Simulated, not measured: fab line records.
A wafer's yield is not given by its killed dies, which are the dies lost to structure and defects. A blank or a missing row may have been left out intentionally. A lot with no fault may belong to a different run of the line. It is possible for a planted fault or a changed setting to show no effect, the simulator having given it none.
Chamber matching -- flow n5-finfet -- rie-diel-02 running N5_BEOL_M13_ETCH_59: 4 sister chambers
The step etches BARC in N2/H2, target depth 89 nm, overetch 26.7 nm, time 67.9 s. 22 wafers are shown with their chamber, then 11 later ones without.

## WAFERS WITH THEIR CHAMBER
wafer,chamber,drypump-motor-current-A (A),showerhead-plenum-p-Torr (Torr),rf-vpp-V (V)
L074.1,3,4.8,2.52,523.8
L074.4,1,5.9,2.71,527.9
L074.5,3,4.8,2.52,523.8
L083.1,0,6.0,2.50,523.0
L083.2,3,4.8,2.52,522.6
L083.5,1,5.9,2.71,527.8
L079.2,3,4.7,2.52,523.1
L079.4,3,4.7,2.51,523.7
L079.6,2,5.6,2.54,524.3
L080.1,3,4.8,2.51,523.0
L080.2,2,5.6,2.54,524.9
L080.5,3,4.8,2.51,523.3
L081.1,2,5.6,2.54,524.5
L081.2,3,4.7,2.51,523.1
L081.5,3,4.8,2.51,523.2
L084.1,1,5.9,2.70,527.0
L084.4,0,6.0,2.50,522.3
L084.5,1,5.9,2.70,527.4
L090.1,2,5.6,2.54,523.3
L090.4,1,5.9,2.70,528.0
L090.5,3,4.8,2.51,523.5
L089.1,0,6.0,2.50,522.5

SIGNATURES, as means of the wafers listed above
reading,chamber 0,chamber 1,chamber 2,chamber 3,scatter within a chamber
drypump-motor-current-A,6.000,5.900,5.600,4.770,0.0342
showerhead-plenum-p-Torr,2.5000,2.7040,2.5400,2.5140,0.00447
rf-vpp-V,522.600,527.620,524.250,523.310,0.454
Rule: a wafer's distance from a chamber is the root of the sum, over the readings, of the square of ((its reading less the chamber's mean) divided by the reading's scatter). If the next closest chamber is less than 2 further off than the closest, the wafer can't be placed; otherwise it belongs to the closest. The scatter is the square root of a quotient: the sum, over the shown wafers, of each reading's squared deviation from its chamber's mean, divided by wafers minus chambers.

## WAFERS WITHOUT THEIR CHAMBER
wafer,drypump-motor-current-A (A),showerhead-plenum-p-Torr (Torr),rf-vpp-V (V)
L089.4,5.6,2.53,524.4
L089.6,5.9,2.70,527.5
L092.1,6.0,2.49,522.3
L092.4,4.7,2.51,522.1
L092.5,4.7,2.51,521.8
L096.1,5.6,2.53,523.0
L096.3,6.0,2.50,521.7
L096.5,6.1,2.49,523.0
L094.1,5.9,2.69,526.3
L094.5,6.0,2.49,523.5
L094.6,5.9,2.69,529.9

## WHICH CHAMBER EACH ONE RAN IN
wafer,from the rows above,in truth
L089.4,2,2
L089.6,1,1
L092.1,0,0
L092.4,3,3
L092.5,3,3
L096.1,2,2
L096.3,0,0
L096.5,0,0
L094.1,1,1
L094.5,0,0
L094.6,1,1
Placed correctly: 11 of 11. Not placeable from these rows: 0. Placed wrongly: 0.
